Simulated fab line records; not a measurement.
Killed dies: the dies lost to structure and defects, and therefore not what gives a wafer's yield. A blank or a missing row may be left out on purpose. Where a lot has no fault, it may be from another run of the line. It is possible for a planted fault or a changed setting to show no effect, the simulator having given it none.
fab line records / flow nand-harc
record: lots: 6 wafers: 18 last-day: 35
route steps=1302 shown A_DECK1_JOINT@518
lots untouched by any fault: they come from a run of this same line in which no faults occurred
start-h: start of the lot's first displayed wafer, in hours after the record's first day / wait-h: hours elapsed since this lot's preceding step / " repeats the value in the row above / L1.1+2: one row covering several wafers at once / - either no value or no given start / * or withheld: withheld / < > ~ a bound
route shown NAME@n: NAME is a module with steps in the file, n the number in the route of the first one / usual: the fault-free wafers' mean and standard deviation / same: alike in all rows / chamber/n: place in a boat / sites: the reading at each site / _std_site: the values' standard deviation / _edge_site: outer sites' mean less inner sites' / radius-mm: how far each site lies from the wafer's centre / mask NAME#n: copy n / behind: the tool/chamber that last shaped the wafer / hold: the reason the lot was held/the length of the hold in hours/how it ended / device: names the non-switching transistor (n, p or np) / end of line: tests of these same wafers at the route's end / for a step that has no rows: nothing shown but its recipe / killed: count of dies lost to structure and defects at first sort (not the wafer's yield) / map: dies across one wafer; x = killed, . = not, _ = none there
set.NAME: the setting that was run; set.NAME@STEP: the one run at that earlier step / model.NAME: the simulator's own value behind a step, which no gauge read
lots at some steps of the route; a table a step, a row a wafer
services: when a tool's chamber went out of use (start-h, in hours from the record's first day, below 0 if earlier), for how many hours, and the reason
== steps ==
step: NHARC_A_DECK1_JOINT_ETCHBACK_07
recipe: target-depth-a: 1050 time-s: 26.9 hbr-flow-sccm: 150 rf-w: 350 icp-w: 350 bias-w: 60 chemistry: HBr
usual: drypump-motor-current-A: 5.7/0.35 oes-product-au: 1.000/0.0083 run-length-s: 48.3/0.5 throttle-valve-pct: 23.265/0.0084
lot.wafer=L700.2 tool=rie-si-01 chamber=2 start-h=265.67 wait-h=0.1 drypump-motor-current-A=5.5 oes-product-au=0.999 rf-hours-counter-h=0.5 run-length-s=48.4 throttle-valve-pct=23.262
lot.wafer=L700.6 tool=rie-si-01 chamber=0 start-h=265.67 wait-h=0.1 drypump-motor-current-A=6.2 oes-product-au=1.012 rf-hours-counter-h=- run-length-s=47.5 throttle-valve-pct=23.265
lot.wafer=L700.5 tool=rie-si-01 chamber=1 start-h=265.67 wait-h=0.1 drypump-motor-current-A=5.3 oes-product-au=1.002 rf-hours-counter-h=- run-length-s=47.8 throttle-valve-pct=23.267
lot.wafer=L708.2 tool=rie-si-03 chamber=3 start-h=328.47 wait-h=0.1 drypump-motor-current-A=5.6 oes-product-au=0.996 rf-hours-counter-h=0.6 run-length-s=48.2 throttle-valve-pct=23.268
lot.wafer=L708.4 tool=rie-si-03 chamber=2 start-h=328.47 wait-h=0.1 drypump-motor-current-A=5.7 oes-product-au=1.000 rf-hours-counter-h=0.5 run-length-s=48.8 throttle-valve-pct=23.275
lot.wafer=L708.6 tool=rie-si-03 chamber=3 start-h=328.47 wait-h=0.1 drypump-motor-current-A=5.6 oes-product-au=1.009 rf-hours-counter-h=- run-length-s=48.0 throttle-valve-pct=23.268
lot.wafer=L716.4 tool=rie-si-03 chamber=0 start-h=409.38 wait-h=0.1 drypump-motor-current-A=5.6 oes-product-au=0.996 rf-hours-counter-h=0 run-length-s=49.1 throttle-valve-pct=23.265
lot.wafer=L716.2 tool=rie-si-03 chamber=3 start-h=409.38 wait-h=0.1 drypump-motor-current-A=5.6 oes-product-au=0.992 rf-hours-counter-h=0 run-length-s=48.1 throttle-valve-pct=23.260
lot.wafer=L716.5 tool=rie-si-03 chamber=0 start-h=409.38 wait-h=0.1 drypump-motor-current-A=5.6 oes-product-au=0.988 rf-hours-counter-h=- run-length-s=48.6 throttle-valve-pct=23.272
lot.wafer=L718.3 tool=rie-si-04 chamber=0 start-h=432.84 wait-h=0.1 drypump-motor-current-A=5.1 oes-product-au=0.998 rf-hours-counter-h=0.5 run-length-s=48.7 throttle-valve-pct=23.270
lot.wafer=L718.2 tool=rie-si-04 chamber=1 start-h=432.84 wait-h=0.1 drypump-motor-current-A=6.1 oes-product-au=1.011 rf-hours-counter-h=0.6 run-length-s=49.3 throttle-valve-pct=23.260
lot.wafer=L718.1 tool=rie-si-04 chamber=2 start-h=432.84 wait-h=0.1 drypump-motor-current-A=5.9 oes-product-au=1.005 rf-hours-counter-h=0.6 run-length-s=48.8 throttle-valve-pct=23.263
lot.wafer=L720.4 tool=rie-si-04 chamber=2 start-h=455.55 wait-h=0.1 drypump-motor-current-A=5.8 oes-product-au=1.014 rf-hours-counter-h=0.7 run-length-s=48.3 throttle-valve-pct=23.265
lot.wafer=L720.6 tool=rie-si-04 chamber=2 start-h=455.55 wait-h=0.1 drypump-motor-current-A=5.8 oes-product-au=1.014 rf-hours-counter-h=- run-length-s=48.3 throttle-valve-pct=23.279
lot.wafer=L720.5 tool=rie-si-04 chamber=3 start-h=455.55 wait-h=0.1 drypump-motor-current-A=6.0 oes-product-au=0.994 rf-hours-counter-h=- run-length-s=47.9 throttle-valve-pct=23.267
lot.wafer=L721.1 tool=rie-si-01 chamber=1 start-h=475.62 wait-h=0.1 drypump-motor-current-A=5.3 oes-product-au=0.984 rf-hours-counter-h=0.8 run-length-s=47.8 throttle-valve-pct=23.268
lot.wafer=L721.4 tool=rie-si-01 chamber=2 start-h=475.62 wait-h=0.1 drypump-motor-current-A=5.5 oes-product-au=0.980 rf-hours-counter-h=0.6 run-length-s=48.2 throttle-valve-pct=23.267
lot.wafer=L721.6 tool=rie-si-01 chamber=1 start-h=475.62 wait-h=0.1 drypump-motor-current-A=5.3 oes-product-au=0.986 rf-hours-counter-h=- run-length-s=47.8 throttle-valve-pct=23.278
step: NHARC_A_DECK1_JOINT_ETCH_25
recipe: target-depth-a: 5 chemistry: dHF material: SiO2
step: NHARC_A_DECK1_JOINT_ETCH_19
recipe: temp-c: 25 target-depth-a: 30 chemistry: TMAH material: poly-Si
step: NHARC_A_DECK1_JOINT_ETCH_18
recipe: target-depth-a: 30 chemistry: dHF material: SiO2
step: NHARC_A_DECK1_JOINT_WET_08
recipe: temp-c: 160 time-s: 86 chemistry: H3PO4
step: NHARC_A_DECK1_JOINT_ETCH_09
recipe: target-depth-a: 50 chemistry: dHF material: SiO2
step: NHARC_A_DECK1_JOINT_WET_10
recipe: temp-c: 160 time-s: 86 chemistry: H3PO4
step: NHARC_A_DECK1_JOINT_ETCH_11
recipe: target-depth-a: 350 chemistry: dHF material: SiO2
step: NHARC_A_DECK1_JOINT_CVD_12
recipe: target-thk-a: 900 temp-c: 620 pressure-mtorr: 200 time-s: 1800 material: poly-Si
step: NHARC_A_DECK1_JOINT_CMP_13
recipe: target-thk-nm: 51.023
usual: motor-current-A: 12.1/1.2 time-to-endpoint-s: 8.5/2.1
lot.wafer=L700.2 tool=cmp-01 chamber=2 start-h=275.77 wait-h=0.4 motor-current-A=12.8 time-to-endpoint-s=6.6
lot.wafer=L700.6 tool=cmp-01 chamber=3 start-h=275.77 wait-h=0.4 motor-current-A=13.2 time-to-endpoint-s=9.0
lot.wafer=L700.5 tool=cmp-01 chamber=0 start-h=275.77 wait-h=0.4 motor-current-A=13.6 time-to-endpoint-s=7.0
lot.wafer=L708.4 tool=cmp-03 chamber=3 start-h=338.71 wait-h=0.4 motor-current-A=11.5 time-to-endpoint-s=7.0
lot.wafer=L708.2 tool=cmp-03 chamber=0 start-h=338.71 wait-h=0.4 motor-current-A=10.2 time-to-endpoint-s=5.5
lot.wafer=L708.6 tool=cmp-03 chamber=0 start-h=338.71 wait-h=0.4 motor-current-A=10.4 time-to-endpoint-s=6.8
lot.wafer=L716.2 tool=cmp-01 chamber=0 start-h=424.30 wait-h=0.4 motor-current-A=13.3 time-to-endpoint-s=12.6
lot.wafer=L716.4 tool=cmp-01 chamber=1 start-h=424.30 wait-h=0.4 motor-current-A=14.2 time-to-endpoint-s=14.4
lot.wafer=L716.5 tool=cmp-01 chamber=2 start-h=424.30 wait-h=0.4 motor-current-A=12.2 time-to-endpoint-s=13.8
lot.wafer=L718.3 tool=cmp-03 chamber=1 start-h=443.20 wait-h=0.4 motor-current-A=10.3 time-to-endpoint-s=7.9
lot.wafer=L718.2 tool=cmp-03 chamber=3 start-h=443.20 wait-h=0.4 motor-current-A=11.7 time-to-endpoint-s=10.0
lot.wafer=L718.1 tool=cmp-03 chamber=0 start-h=443.20 wait-h=0.4 motor-current-A=10.1 time-to-endpoint-s=7.4
lot.wafer=L720.4 tool=cmp-03 chamber=1 start-h=465.68 wait-h=0.4 motor-current-A=10.6 time-to-endpoint-s=8.1
lot.wafer=L720.5 tool=cmp-03 chamber=1 start-h=465.68 wait-h=0.4 motor-current-A=10.2 time-to-endpoint-s=6.1
lot.wafer=L720.6 tool=cmp-03 chamber=2 start-h=465.68 wait-h=0.4 motor-current-A=11.1 time-to-endpoint-s=6.3
lot.wafer=L721.4 tool=cmp-04 chamber=0 start-h=485.84 wait-h=0.4 motor-current-A=11.9 time-to-endpoint-s=7.9
lot.wafer=L721.1 tool=cmp-04 chamber=1 start-h=485.84 wait-h=0.4 motor-current-A=12.7 time-to-endpoint-s=10.6
lot.wafer=L721.6 tool=cmp-04 chamber=2 start-h=485.84 wait-h=0.4 motor-current-A=11.7 time-to-endpoint-s=7.5
step: NHARC_A_DECK1_JOINT_THK_MEAS_14
recipe: thk-meas-gauge: ellipsometry
usual: thk-nm: 50.9/1.4
lot.wafer=L700.2 tool=film-metro-01 chamber=- start-h=275.95 wait-h=0.2 thk-nm=52.1
lot.wafer=L700.5 tool=film-metro-01 chamber=- start-h=275.95 wait-h=0.2 thk-nm=51.4
lot.wafer=L700.6 tool=film-metro-01 chamber=- start-h=275.95 wait-h=0.2 thk-nm=50.7
lot.wafer=L708.2 tool=film-metro-02 chamber=- start-h=338.96 wait-h=0.2 thk-nm=53.4
lot.wafer=L708.4 tool=film-metro-02 chamber=- start-h=338.96 wait-h=0.2 thk-nm=50.6
lot.wafer=L708.6 tool=film-metro-02 chamber=- start-h=338.96 wait-h=0.2 thk-nm=49.5
lot.wafer=L716.2 tool=film-metro-02 chamber=- start-h=424.50 wait-h=0.2 thk-nm=50.2
lot.wafer=L716.4 tool=film-metro-02 chamber=- start-h=424.50 wait-h=0.2 thk-nm=51.6
lot.wafer=L716.5 tool=film-metro-02 chamber=- start-h=424.50 wait-h=0.2 thk-nm=52.5
lot.wafer=L718.1 tool=film-metro-01 chamber=- start-h=443.46 wait-h=0.2 thk-nm=49.8
lot.wafer=L718.2 tool=film-metro-01 chamber=- start-h=443.46 wait-h=0.2 thk-nm=50.3
lot.wafer=L718.3 tool=film-metro-01 chamber=- start-h=443.46 wait-h=0.2 thk-nm=51.1
lot.wafer=L720.4 tool=film-metro-01 chamber=- start-h=465.94 wait-h=0.2 thk-nm=52.3
lot.wafer=L720.5 tool=film-metro-01 chamber=- start-h=465.94 wait-h=0.2 thk-nm=52.4
lot.wafer=L720.6 tool=film-metro-01 chamber=- start-h=465.94 wait-h=0.2 thk-nm=49.4
lot.wafer=L721.1 tool=film-metro-02 chamber=- start-h=486.04 wait-h=0.2 thk-nm=51.6
lot.wafer=L721.4 tool=film-metro-02 chamber=- start-h=486.04 wait-h=0.2 thk-nm=52.2
lot.wafer=L721.6 tool=film-metro-02 chamber=- start-h=486.04 wait-h=0.2 thk-nm=51.8
step: NHARC_A_DECK1_JOINT_SRD_04
step: NHARC_A_DECK1_JOINT_ETCHBACK_00
recipe: target-depth-a: 300 time-s: 17.4 hbr-flow-sccm: 150 rf-w: 350 icp-w: 350 bias-w: 60 chemistry: HBr
usual: drypump-motor-current-A: 5.7/0.37 oes-product-au: 0.998/0.0081 run-length-s: 38.7/0.43 throttle-valve-pct: 23.267/0.0093
lot.wafer=L700.2 tool=rie-si-03 chamber=0 start-h=276.10 wait-h=0.1 drypump-motor-current-A=5.6 oes-product-au=0.997 rf-hours-counter-h=0.2 run-length-s=39.4 throttle-valve-pct=23.259
lot.wafer=L700.6 tool=rie-si-03 chamber=3 start-h=276.10 wait-h=0.1 drypump-motor-current-A=5.6 oes-product-au=0.990 rf-hours-counter-h=- run-length-s=38.4 throttle-valve-pct=23.280
lot.wafer=L700.5 tool=rie-si-03 chamber=0 start-h=276.10 wait-h=0.1 drypump-motor-current-A=5.6 oes-product-au=0.999 rf-hours-counter-h=- run-length-s=39.2 throttle-valve-pct=23.272
lot.wafer=L708.2 tool=rie-si-04 chamber=2 start-h=339.13 wait-h=0.1 drypump-motor-current-A=5.9 oes-product-au=1.003 rf-hours-counter-h=1.2 run-length-s=38.6 throttle-valve-pct=23.263
lot.wafer=L708.6 tool=rie-si-04 chamber=1 start-h=339.13 wait-h=0.1 drypump-motor-current-A=6.1 oes-product-au=1.003 rf-hours-counter-h=- run-length-s=38.9 throttle-valve-pct=23.275
lot.wafer=L708.4 tool=rie-si-04 chamber=2 start-h=339.13 wait-h=0.1 drypump-motor-current-A=5.9 oes-product-au=1.007 rf-hours-counter-h=- run-length-s=38.9 throttle-valve-pct=23.265
lot.wafer=L716.2 tool=rie-si-03 chamber=2 start-h=424.67 wait-h=0.1 drypump-motor-current-A=5.7 oes-product-au=0.987 rf-hours-counter-h=0.1 run-length-s=36.9 throttle-valve-pct=23.284
lot.wafer=L716.4 tool=rie-si-03 chamber=3 start-h=424.67 wait-h=0.1 drypump-motor-current-A=5.6 oes-product-au=1.001 rf-hours-counter-h=0.0 run-length-s=38.2 throttle-valve-pct=23.261
lot.wafer=L716.5 tool=rie-si-03 chamber=1 start-h=424.67 wait-h=0.1 drypump-motor-current-A=5.6 oes-product-au=0.996 rf-hours-counter-h=- run-length-s=36.4 throttle-valve-pct=23.267
lot.wafer=L718.1 tool=rie-si-03 chamber=3 start-h=443.60 wait-h=0.1 drypump-motor-current-A=5.6 oes-product-au=0.993 rf-hours-counter-h=0.1 run-length-s=35.9 throttle-valve-pct=23.259
lot.wafer=L718.2 tool=rie-si-03 chamber=0 start-h=443.60 wait-h=0.1 drypump-motor-current-A=5.6 oes-product-au=0.988 rf-hours-counter-h=0.1 run-length-s=36.7 throttle-valve-pct=23.271
lot.wafer=L718.3 tool=rie-si-03 chamber=1 start-h=443.60 wait-h=0.1 drypump-motor-current-A=5.6 oes-product-au=0.988 rf-hours-counter-h=0.1 run-length-s=38.6 throttle-valve-pct=23.266
lot.wafer=L720.4 tool=rie-si-01 chamber=2 start-h=466.08 wait-h=0.1 drypump-motor-current-A=5.5 oes-product-au=0.990 rf-hours-counter-h=0.6 run-length-s=38.9 throttle-valve-pct=23.271
lot.wafer=L720.5 tool=rie-si-01 chamber=1 start-h=466.08 wait-h=0.1 drypump-motor-current-A=5.3 oes-product-au=0.987 rf-hours-counter-h=- run-length-s=38.3 throttle-valve-pct=23.262
lot.wafer=L720.6 tool=rie-si-01 chamber=2 start-h=466.08 wait-h=0.1 drypump-motor-current-A=5.5 oes-product-au=0.992 rf-hours-counter-h=- run-length-s=38.6 throttle-valve-pct=23.266
lot.wafer=L721.4 tool=rie-si-04 chamber=1 start-h=486.20 wait-h=0.1 drypump-motor-current-A=6.1 oes-product-au=1.009 rf-hours-counter-h=0.8 run-length-s=39.2 throttle-valve-pct=23.272
lot.wafer=L721.1 tool=rie-si-04 chamber=2 start-h=486.20 wait-h=0.1 drypump-motor-current-A=5.8 oes-product-au=1.000 rf-hours-counter-h=0.8 run-length-s=39.2 throttle-valve-pct=23.287
lot.wafer=L721.6 tool=rie-si-04 chamber=3 start-h=486.20 wait-h=0.1 drypump-motor-current-A=6.0 oes-product-au=0.991 rf-hours-counter-h=- run-length-s=38.2 throttle-valve-pct=23.265
step: NHARC_A_DECK1_JOINT_PRECLEAN_30
recipe: time-s: * temp-c: 50 bath-age-min: 0 chemistry: SC1
== services ==
tool=cmp-01 chamber=- start-h=258.31 hours=0.2 kind=repair
tool=cmp-04 chamber=- start-h=277.64 hours=1.3 kind=repair
tool=cmp-01 chamber=- start-h=277.72 hours=3.9 kind=repair
tool=cmp-01 chamber=- start-h=283.50 hours=4.0 kind=pm
tool=cmp-04 chamber=- start-h=304.76 hours=3.4 kind=repair
tool=cmp-03 chamber=- start-h=317.95 hours=4.0 kind=pm
tool=rie-si-03 chamber=- start-h=327.16 hours=0.3 kind=repair
tool=rie-si-04 chamber=0 start-h=337.45 hours=2.4 kind=repair
tool=rie-si-04 chamber=- start-h=342.00 hours=9.0 kind=pm
tool=rie-si-03 chamber=2 start-h=360.80 hours=3.5 kind=repair
tool=rie-si-01 chamber=- start-h=370.00 hours=9.0 kind=pm
tool=cmp-01 chamber=- start-h=381.57 hours=4.0 kind=pm
tool=cmp-01 chamber=- start-h=391.44 hours=3.5 kind=repair
tool=cmp-03 chamber=- start-h=397.17 hours=1.9 kind=repair
tool=rie-si-03 chamber=- start-h=398.00 hours=9.0 kind=pm
tool=cmp-03 chamber=- start-h=415.95 hours=4.0 kind=pm
tool=rie-si-01 chamber=2 start-h=424.18 hours=7.7 kind=repair
tool=rie-si-04 chamber=- start-h=429.80 hours=0.6 kind=repair
tool=cmp-01 chamber=- start-h=451.82 hours=1.5 kind=repair
tool=cmp-03 chamber=- start-h=464.15 hours=0.2 kind=repair
tool=rie-si-04 chamber=- start-h=465.76 hours=1.0 kind=repair
tool=cmp-03 chamber=- start-h=471.11 hours=2.6 kind=repair
tool=rie-si-01 chamber=0 start-h=478.27 hours=1.5 kind=repair
tool=cmp-01 chamber=- start-h=479.57 hours=4.0 kind=pm
== key ==
first-sign: step: NHARC_A_DECK1_JOINT_ETCHBACK_00 reading: run-length-s direction: down sigmas: 5.3 usual: * struck: *
effect none on later readings
met-at NHARC_A_DECK1_JOINT_ETCHBACK_00
struck-wafers L716.2,L716.5,L718.1,L718.2
tester-left-out L716,L718
onset-between 276.10 424.67
fault: kind: process-parameter-drift tool: rie-si-03 chamber: - onset-h: 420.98 steps: NHARC_A_DECK1_JOINT_ETCHBACK_00 channel: time-s offset: * shape: step end-h: 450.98 scope: struck-wafers-only acts-in: * stated: *
tester-left-out: of these lots the tester's yield and bins aren't shown, on N5 and GAA mostly nor the transistor test; their killed dies are dies lost to structure and defects alone, not to doping, threshold or leakage, so they don't give the yield
